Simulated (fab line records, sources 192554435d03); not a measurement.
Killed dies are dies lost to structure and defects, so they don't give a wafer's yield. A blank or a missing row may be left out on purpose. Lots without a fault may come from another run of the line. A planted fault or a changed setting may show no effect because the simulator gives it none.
A struck lot beside a sound one | flow n5_finfet | 25 steps out of a route of 1938
Sound: wafers L304.1, L304.2, L304.3. Struck: wafers L320.1, L320.2, L320.6. The cause comes at the end.
At each step with rows: each side's tool, then ch and its chambers, then its first start. Under that, the readings that differ: sound wafers | struck wafers | difference of the means | sigmas: that difference in standard deviations of wafers without a fault.
alike: readings whose means differ by less than 2 such deviations, and words and numbers that are the same on both sides. not compared: withheld readings, readings that some wafer has no value for, bounds like >300 that may hide the same value, and numbers for which the record gives no deviation and whose values overlap.
The two part at a step that has a row with sigmas, a row that says differs or no value, or rows on one side only. Numbers that don't overlap but have no deviation are shown without sigmas and don't part them. A reading that every wafer of one side lacks parts them only if that side has two wafers or more.

first, 11 steps without rows for these wafers: N5_BEOL_M14_VIA_ETCH_16 (etches SiO2 in C4F8/O2/Ar, target depth 1231.3 nm); N5_BEOL_M14_STRIP_63 (strips in O2); N5_BEOL_M14_STRIP_64 (strips in O2); N5_BEOL_M14_STRIP_71 (strips in post etch residue remover, time 60 s); N5_BEOL_M14_SRD_72 (time 30 s, dry time 30 s); N5_BEOL_M14_COAT_65 (time 60 s, resist thk 450 nm); N5_BEOL_M14_COAT_66 (time 60 s, resist thk 110 nm); N5_BEOL_M14_COAT_22 (resist thk 300 nm); N5_BEOL_M14_EBR_24; N5_BEOL_M14_SOFTBAKE_23 (time 60 s); N5_BEOL_M14_EXPOSE_25 (exposes mask M14, target cd 280 nm).
N5_BEOL_M14_PEB_26: peb time 90 s.
  sound on litho_track-05 ch 0, day 11 09:53; struck on litho_track-05 ch 0, day 15 21:32
  reading          | sound                | struck               | difference | sigmas
  plate_temp_C (C) | 130.00 129.93 130.01 | 128.98 129.23 128.96 | -0.92      | -7
then, 2 steps without rows for these wafers: N5_BEOL_M14_DEVELOP_27 (develop time 45 s); N5_BEOL_M14_HARDBAKE_32 (time 120 s).
N5_BEOL_M14_CD_MEAS_28: target cd 284.4 nm.
  sound on cd_sem-01 ch 0, day 11 10:01; struck on cd_sem-03 ch 0, day 15 21:38
  reading    | sound             | struck            | difference | sigmas
  cd_nm (nm) | 282.6 283.4 282.6 | 278.8 278.0 279.2 | -4.2       | -3
N5_BEOL_M14_DESCUM_33: chemistry O2, time 7.9 s.
  sound on rie_diel-02 ch 0,1,3, day 11 10:06; struck on rie_diel-03 ch 1,2, day 15 21:44
  reading                   | sound             | struck            | difference | sigmas
  model.BEOL_M14.cd_nm (nm) | 282.2 283.4 282.4 | 278.8 278.2 279.2 | -3.9       |
  alike: drypump_motor_current_A, oes_product_au, rf_fwd_power_W, rf_vpp_V, showerhead_plenum_p_Torr, throttle_valve_pct
  not compared: rf_hours_counter_h
then, 6 steps without rows for these wafers: N5_BEOL_M14_ETCH_67 (etches SiARC in CF4, target depth 143 nm, time 238.3 s); N5_BEOL_M14_ETCH_68 (etches SOC in N2/H2, time 450 s); N5_BEOL_M14_STRIP_69 (strips in N2/H2); N5_BEOL_M14_TRENCH_ETCH_34 (etches SiO2 in C4F8/O2/Ar, target depth 556.65 nm, time 126.9 s); N5_BEOL_M14_STRIP_70 (strips in C4F8/O2/Ar); N5_BEOL_M14_STRIP_37 (strips in O2).
N5_BEOL_M14_ETCH_38: etches SiCN in CF4/N2, target depth 106.5 nm, time 120.6 s.
  sound on rie_diel-02 ch 0,1,2; struck on rie_diel-03 ch 0,1,3
  reading                   | sound             | struck          | difference | sigmas
  model.BEOL_M14.cd_nm (nm) | 277.2 277.2 279.2 | 276.6 272 273.6 | -3.8       |
  alike: drypump_motor_current_A, oes_product_au, rf_fwd_power_W, rf_vpp_V, showerhead_plenum_p_Torr, throttle_valve_pct
  not compared: rf_hours_counter_h
then, 2 steps without rows for these wafers: N5_BEOL_M14_PRECLEAN_39 (cleans in residue remover, time 60 s); N5_PASSIVATION_PROBE_49.

WHERE THEY PART
First at N5_BEOL_M14_PEB_26; last, within this record, at N5_BEOL_M14_CD_MEAS_28. Later steps at which nothing parts them and some readings are alike: N5_BEOL_M14_DESCUM_33, N5_BEOL_M14_ETCH_38.

WHY: what the simulator had put in
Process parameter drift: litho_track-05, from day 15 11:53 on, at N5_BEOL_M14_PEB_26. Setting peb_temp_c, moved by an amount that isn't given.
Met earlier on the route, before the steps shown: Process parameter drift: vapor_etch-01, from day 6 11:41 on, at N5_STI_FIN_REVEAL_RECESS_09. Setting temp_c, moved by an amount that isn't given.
